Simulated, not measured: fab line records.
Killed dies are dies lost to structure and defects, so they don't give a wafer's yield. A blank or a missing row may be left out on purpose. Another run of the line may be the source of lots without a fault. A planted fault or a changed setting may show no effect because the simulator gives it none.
Which of the tools did it?	flow nand harc	72 wafers from 24 lots sampled at 6 of the route's 1159 steps

== WHAT THE GAUGES SHOWED, per wafer ==
NHARC_P_GATE_CD_MEAS_91 targets a cd of 2000 nm.
lot	measured	on	cd nm (nm)
L074	day 5 09:58	cd sem-01	2000.2 1999.0 1997.2
L075	day 5 15:59	cd sem-02	2000.0 2000.0 2001.2
L076	day 5 15:38	cd sem-03	1998.3 1998.3 1996.5
L077	day 5 16:21	cd sem-03	1998.9 2000.0 1998.5
L078	day 6 10:34	cd sem-03	1996.8 1996.7 1999.8
L079	day 6 11:11	cd sem-01	2002.7 1999.1 2000.1
L080	day 6 16:43	cd sem-02	2000.7 2001.4 2003.1
L081	day 7 00:55	cd sem-02	1996.8 1995.5 1998.3
L082	day 7 07:35	cd sem-01	2001.0 2002.9 1999.6
L083	day 7 15:58	cd sem-01	1999.2 1999.8 1998.8
L084	day 7 20:40	cd sem-03	1996.2 1998.4 1999.5
L085	day 7 20:07	cd sem-03	2001.1 2000.1 1999.5
L086	day 8 14:59	cd sem-03	1998.8 1999.4 1998.7
L087	day 8 15:37	cd sem-01	2003.0 2000.4 2003.4
L088	day 9 04:51	cd sem-02	1999.5 2002.1 2002.6
L089	day 9 05:04	cd sem-01	1999.3 1999.0 1998.6
L090	day 9 09:25	cd sem-02	2002.2 2001.1 2002.8
L091	day 9 16:32	cd sem-02	1996.5 1998.3 1999.1
L092	day 9 20:59	cd sem-01	1996.7 1998.2 1996.4
L093	day 9 23:13	cd sem-03	2001.9 2001.8 2001.2
L094	day 10 08:41	cd sem-01	2004.7 2000.0 2002.3
L095	day 10 14:05	cd sem-02	1998.9 2001.5 2000.7
L096	day 10 22:16	cd sem-02	2001.0 1997.6 1998.9
L097	day 10 22:49	cd sem-03	2003.1 2000.6 2001.2

NHARC_P_M0_INSPECT_11.
lot	measured	on	raw defect count
L074	day 5 22:55	defect inspect-02	1 0 6
L075	day 6 09:07	defect inspect-01	2 1 2
L076	day 6 05:40	defect inspect-02	5 5 3
L077	day 6 10:19	defect inspect-01	3 8 5
L078	day 7 00:07	defect inspect-02	4 3 6
L079	day 7 00:47	defect inspect-01	6 5 7
L080	day 7 01:50	defect inspect-01	7 6 3
L081	day 7 10:04	defect inspect-02	1 3 2
L082	day 7 18:30	defect inspect-02	1 2 2
L083	day 8 01:04	defect inspect-01	0 4 4
L084	day 8 10:25	defect inspect-01	4 0 2
L085	day 8 10:06	defect inspect-01	5 5 2
L086	day 9 00:01	defect inspect-02	13 11 7
L087	day 9 01:07	defect inspect-02	5 3 6
L088	day 9 20:49	defect inspect-01	4 4 8
L089	day 9 22:53	defect inspect-02	1 1 1
L090	day 10 02:41	defect inspect-02	2 0 3
L091	day 10 01:56	defect inspect-01	1 11 4
L092	day 10 05:53	defect inspect-02	4 5 5
L093	day 10 08:06	defect inspect-01	2 3 3
L094	day 10 19:37	defect inspect-02	3 5 3
L095	day 11 06:53	defect inspect-02	4 2 5
L096	day 11 07:45	defect inspect-02	2 2 0
L097	day 11 12:38	defect inspect-02	2 3 6

== WHICH TOOL RAN EACH LOT (tool, then ch and the chambers of the sampled wafers, then the start) ==
lot	NHARC_P_ZERO_WELL_ETCH_65	NHARC_P_ZERO_WELL_ETCH_63	NHARC_P_GATE_STRIP_101	NHARC_P_GATE_STRIP_112
L074	rie diel-12 ch 0,1,2, day 1 13:22	rie si-03 ch 0,1,2, day 1 13:33	rie diel-03 ch 1,2,3, day 5 05:14	plasma asher-02 ch 0,1, day 5 08:47
L075	rie diel-12 ch 1,3, day 1 19:30	rie si-06 ch 1,2,3, day 1 19:41	rie diel-03 ch 0,1,2, day 5 11:41	plasma asher-01 ch 0,1, day 5 14:57
L076	rie diel-08 ch 0,1,3, day 2 01:37	rie si-02 ch 0,1,3, day 2 01:47	rie diel-03 ch 0,1,2, day 5 11:30	plasma asher-02 ch 0,1, day 5 14:35
L077	rie diel-08 ch 0,1,2, day 2 07:21	rie si-03 ch 2,3, day 2 07:31	rie diel-02 ch 0,3, day 5 11:52	plasma asher-02 ch 1, day 5 15:10
L078	rie diel-08 ch 0,1,3, day 2 13:31	rie si-06 ch 0,1, day 2 13:41	rie diel-03 ch 0,1,3, day 6 06:08	plasma asher-01 ch 0, day 6 09:26
L079	rie diel-12 ch 0,2,3, day 2 19:38	rie si-02 ch 1,2,3, day 2 19:49	rie diel-02 ch 0,3, day 6 06:52	plasma asher-01 ch 0,1, day 6 10:01
L080	rie diel-08 ch 1,2,3, day 3 01:30	rie si-06 ch 1,2,3, day 3 01:40	rie diel-11 ch 0,2,3, day 6 12:32	plasma asher-01 ch 0,1, day 6 15:39
L081	rie diel-12 ch 1,2,3, day 3 07:31	rie si-03 ch 0,1,3, day 3 07:41	rie diel-02 ch 2,3, day 6 20:39	plasma asher-01 ch 0,1, day 6 23:59
L082	rie diel-05 ch 0,2,3, day 3 13:22	rie si-06 ch 0,3, day 3 13:32	rie diel-02 ch 0,1, day 7 03:24	plasma asher-01 ch 0,1, day 7 06:34
L083	rie diel-05 ch 0,3, day 3 19:30	rie si-06 ch 0,2,3, day 3 19:41	rie diel-11 ch 1,2,3, day 7 11:50	plasma asher-02 ch 0,1, day 7 14:47
L084	rie diel-08 ch 2,3, day 4 01:21	rie si-06 ch 1,2,3, day 4 01:34	rie diel-03 ch 0,3, day 7 16:16	plasma asher-02 ch 0,1, day 7 19:33
L085	rie diel-05 ch 0,2,3, day 4 07:23	rie si-03 ch 0,1,2, day 4 07:34	rie diel-11 ch 1,2,3, day 7 15:49	plasma asher-01 ch 0,1, day 7 19:04
L086	rie diel-12 ch 0,1,2, day 4 13:29	rie si-06 ch 0,1,3, day 4 13:40	rie diel-11 ch 0,1,2, day 8 10:41	plasma asher-01 ch 0,1, day 8 13:49
L087	rie diel-12 ch 0,3, day 4 19:45	rie si-02 ch 0,1,3, day 4 19:56	rie diel-02 ch 1,2, day 8 11:17	plasma asher-02 ch 0,1, day 8 14:30
L088	rie diel-08 ch 1,2, day 5 01:32	rie si-06 ch 0,2,3, day 5 01:44	rie diel-02 ch 1,3, day 9 00:23	plasma asher-01 ch 0,1, day 9 03:44
L089	rie diel-12 ch 0,1,3, day 5 07:22	rie si-02 ch 0,2, day 5 07:32	rie diel-02 ch 0,1, day 9 00:32	plasma asher-02 ch 0,1, day 9 03:52
L090	rie diel-08 ch 1,2,3, day 5 13:29	rie si-06 ch 0,2,3, day 5 13:39	rie diel-02 ch 1,3, day 9 04:13	plasma asher-02 ch 1, day 9 08:13
L091	rie diel-12 ch 1,2,3, day 5 19:30	rie si-06 ch 0,1,3, day 5 19:41	rie diel-11 ch 0,2,3, day 9 12:23	plasma asher-02 ch 0,1, day 9 15:29
L092	rie diel-05 ch 0,2,3, day 6 01:32	rie si-06 ch 0,1,2, day 6 01:43	rie diel-02 ch 0,2,3, day 9 15:58	plasma asher-02 ch 0,1, day 9 19:56
L093	rie diel-05 ch 0,1,3, day 6 07:31	rie si-06 ch 1,2,3, day 6 07:43	rie diel-11 ch 1,2,3, day 9 18:37	plasma asher-01 ch 1, day 9 22:05
L094	rie diel-12 ch 0,1,2, day 6 13:29	rie si-03 ch 0,2,3, day 6 13:40	rie diel-02 ch 0,2,3, day 10 04:24	plasma asher-01 ch 0,1, day 10 07:30
L095	rie diel-05 ch 0,3, day 6 19:29	rie si-06 ch 0,1,2, day 6 19:41	rie diel-02 ch 0,2,3, day 10 09:47	plasma asher-02 ch 0,1, day 10 13:05
L096	rie diel-05 ch 0,1,2, day 7 01:29	rie si-02 ch 0,1,3, day 7 01:41	rie diel-03 ch 0,2,3, day 10 17:58	plasma asher-01 ch 0,1, day 10 21:08
L097	rie diel-08 ch 1,2,3, day 7 07:42	rie si-03 ch 1,2,3, day 7 07:53	rie diel-11 ch 1,2,3, day 10 18:32	plasma asher-02 ch 0,1, day 10 21:38
- NHARC_P_ZERO_WELL_ETCH_65: etches the open film in N2/H2, target depth 80 nm, overetch 24 nm, time 87.88 s.
- NHARC_P_ZERO_WELL_ETCH_63: etches the open film in HBr/Cl2, target depth 120 nm, time 40.1 s.
- NHARC_P_GATE_STRIP_101: strips in O2, time 20 s.
- NHARC_P_GATE_STRIP_112: strips in N2/H2, time 200 s.

== WHAT THE TOOLS THEMSELVES READ (means of the sampled wafers that have a number; where no wafer has one, the mark that the record gives instead) ==
NHARC_P_ZERO_WELL_ETCH_65.
lot	tool	drypump motor current A (A)	h2 flow sccm (sccm)	mfc ar sccm (sccm)	oes product au (a.u.)	rf vpp V (V)	showerhead plenum p Torr (Torr)	throttle valve pct (%)
L074	rie diel-12	6.1	150.3	0.000	1.003	432.8	2.09	14.176
L075	rie diel-12	6.3	150.1	0.008	0.998	432.7	2.09	14.168
L076	rie diel-08	5.7	149.8	0.000	1.005	428.2	1.97	14.169
L077	rie diel-08	5.7	149.7	0.004	1.001	428.1	1.94	14.172
L078	rie diel-08	5.7	150.1	0.000	1.006	427.8	1.97	14.168
L079	rie diel-12	6.4	149.8	0.004	0.987	432.6	2.10	14.172
L080	rie diel-08	5.7	150.3	0.004	1.009	429.7	1.98	14.171
L081	rie diel-12	6.3	150.1	0.004	0.994	433.7	2.12	14.171
L082	rie diel-05	5.4	150.2	0.007	1.006	431.9	2.09	14.176
L083	rie diel-05	5.7	150.2	0.000	1.006	432.6	2.13	14.170
L084	rie diel-08	5.5	149.5	0.007	0.995	429.4	1.99	14.167
L085	rie diel-05	5.4	149.7	0.007	1.005	431.1	2.09	14.172
L086	rie diel-12	6.1	150.2	0.000	0.992	431.8	2.09	14.170
L087	rie diel-12	6.3	150.1	0.004	0.996	430.1	2.03	14.167
L088	rie diel-08	5.7	150.6	0.007	1.001	428.9	1.96	14.161
L089	rie diel-12	6.1	150.1	0.004	0.990	431.4	2.06	14.174
L090	rie diel-08	5.7	150.0	0.004	1.009	429.0	1.98	14.159
L091	rie diel-12	6.3	150.1	0.004	0.984	432.2	2.12	14.166
L092	rie diel-05	5.4	149.7	0.007	1.000	431.8	2.09	14.172
L093	rie diel-05	5.9	149.6	0.000	1.013	432.2	2.12	14.165
L094	rie diel-12	6.1	149.9	0.000	0.991	431.9	2.09	14.177
L095	rie diel-05	5.5	149.4	0.000	1.003	432.6	2.13	14.163
L096	rie diel-05	5.8	150.2	0.007	0.999	432.2	2.07	14.170
L097	rie diel-08	5.7	149.7	0.004	0.996	429.2	1.98	14.171

NHARC_P_ZERO_WELL_ETCH_63.
lot	tool	drypump motor current A (A)	mfc cl2 sccm (sccm)	oes product au (a.u.)	throttle valve pct (%)
L074	rie si-03	5.9	50.01	0.999	26.401
L075	rie si-06	5.6	49.93	0.997	26.406
L076	rie si-02	5.8	50.06	0.998	26.407
L077	rie si-03	5.7	49.94	0.992	26.407
L078	rie si-06	6.2	50.10	0.990	26.406
L079	rie si-02	6.2	50.08	1.003	26.405
L080	rie si-06	5.6	49.98	0.997	26.405
L081	rie si-03	5.9	49.89	0.996	26.410
L082	rie si-06	5.8	50.02	0.997	26.405
L083	rie si-06	6.1	50.03	0.994	26.405
L084	rie si-06	5.6	49.86	0.993	26.404
L085	rie si-03	5.9	50.05	1.001	26.406
L086	rie si-06	5.8	50.05	0.991	26.411
L087	rie si-02	5.8	50.05	1.000	26.411
L088	rie si-06	6.1	50.14	0.997	26.402
L089	rie si-02	5.8	49.87	0.998	26.407
L090	rie si-06	6.1	50.06	0.989	26.405
L091	rie si-06	5.7	50.11	0.984	26.407
L092	rie si-06	6.0	49.96	0.988	26.411
L093	rie si-06	5.6	49.85	0.990	26.409
L094	rie si-03	5.9	49.98	0.995	26.410
L095	rie si-06	6.0	49.95	0.983	26.403
L096	rie si-02	5.8	49.97	1.004	26.401
L097	rie si-03	5.7	50.02	0.993	26.404

NHARC_P_GATE_STRIP_101.
lot	tool	drypump motor current A (A)	mfc ar sccm (sccm)	oes product au (a.u.)	rf vpp V (V)	showerhead plenum p Torr (Torr)	throttle valve pct (%)
L074	rie diel-03	5.8	0.004	1.008	57.5	3.64	17.031
L075	rie diel-03	5.4	0.007	0.999	58.2	3.70	17.032
L076	rie diel-03	5.4	0.007	0.993	57.7	3.70	17.046
L077	rie diel-02	5.4	0.000	0.999	57.9	3.51	17.046
L078	rie diel-03	5.8	0.003	1.008	58.6	3.63	17.035
L079	rie diel-02	5.4	0.000	1.000	57.4	3.50	17.037
L080	rie diel-11	5.7	0.000	0.991	57.5	3.43	17.039
L081	rie diel-02	5.6	0.005	1.001	58.3	3.45	17.046
L082	rie diel-02	4.9	0.000	1.004	59.0	3.60	17.037
L083	rie diel-11	5.8	0.000	1.009	57.9	3.48	17.027
L084	rie diel-03	6.0	0.005	1.011	57.9	3.64	17.039
L085	rie diel-11	5.8	0.000	1.004	57.9	3.48	17.035
L086	rie diel-11	6.0	0.000	0.999	57.5	3.49	17.040
L087	rie diel-02	5.3	0.009	1.003	57.6	3.50	17.040
L088	rie diel-02	5.6	0.000	0.993	57.7	3.45	17.033
L089	rie diel-02	5.1	0.000	1.000	57.2	3.55	17.040
L090	rie diel-02	5.6	0.000	0.996	58.4	3.45	17.035
L091	rie diel-11	5.7	0.000	0.989	57.1	3.42	17.030
L092	rie diel-02	5.3	0.005	0.997	57.0	3.52	17.035
L093	rie diel-11	5.8	0.000	0.999	57.5	3.47	17.037
L094	rie diel-02	5.3	0.005	1.005	57.0	3.52	17.036
L095	rie diel-02	5.3	0.005	1.003	58.0	3.52	17.036
L096	rie diel-03	6.0	0.007	1.001	58.4	3.63	17.030
L097	rie diel-11	5.8	0.000	0.996	56.9	3.46	17.030

NHARC_P_GATE_STRIP_112.
lot	tool	drypump motor current A (A)	heater power w (W)
L074	plasma asher-02	5.83	95
L075	plasma asher-01	5.97	80
L076	plasma asher-02	5.82	95
L077	plasma asher-02	5.58	90
L078	plasma asher-01	5.52	100
L079	plasma asher-01	5.96	79
L080	plasma asher-01	5.74	90
L081	plasma asher-01	5.94	80
L082	plasma asher-01	5.97	80
L083	plasma asher-02	5.68	93
L084	plasma asher-02	5.84	94
L085	plasma asher-01	5.97	80
L086	plasma asher-01	5.73	92
L087	plasma asher-02	5.70	93
L088	plasma asher-01	5.98	80
L089	plasma asher-02	5.85	90
L090	plasma asher-02	5.63	91
L091	plasma asher-02	5.83	91
L092	plasma asher-02	5.82	92
L093	plasma asher-01	6.19	68
L094	plasma asher-01	5.95	79
L095	plasma asher-02	5.73	91
L096	plasma asher-01	5.94	80
L097	plasma asher-02	5.73	92

== THE ANSWER, worked out from the rows above alone ==
Rule: the lots themselves supply what counts as usual. Put in order of their means at a reading, lots are off if they are a third of the lots or fewer, leave a main group of 4 or more, and stand apart from it by a gap of 3 or more times the standard deviation of the main group's means; of several such gaps the widest counts. If all means in a main group match to the digits the tables above print for the reading, that group is not used. A lot without any number at a reading at which 4 lots or more have one is off too. Where the step has rows for the other lots, those lots are counted as sound. First the gauges in route order, then the tools' own readings, where a lot's mean is used as printed above. At the first step where some lot is off, the reading lying furthest off is the one used; lots without a number count as furthest.
No lot is off on any of the readings shown, so nothing can be concluded from this.

== WHAT THE SIMULATOR HAD INSERTED ==
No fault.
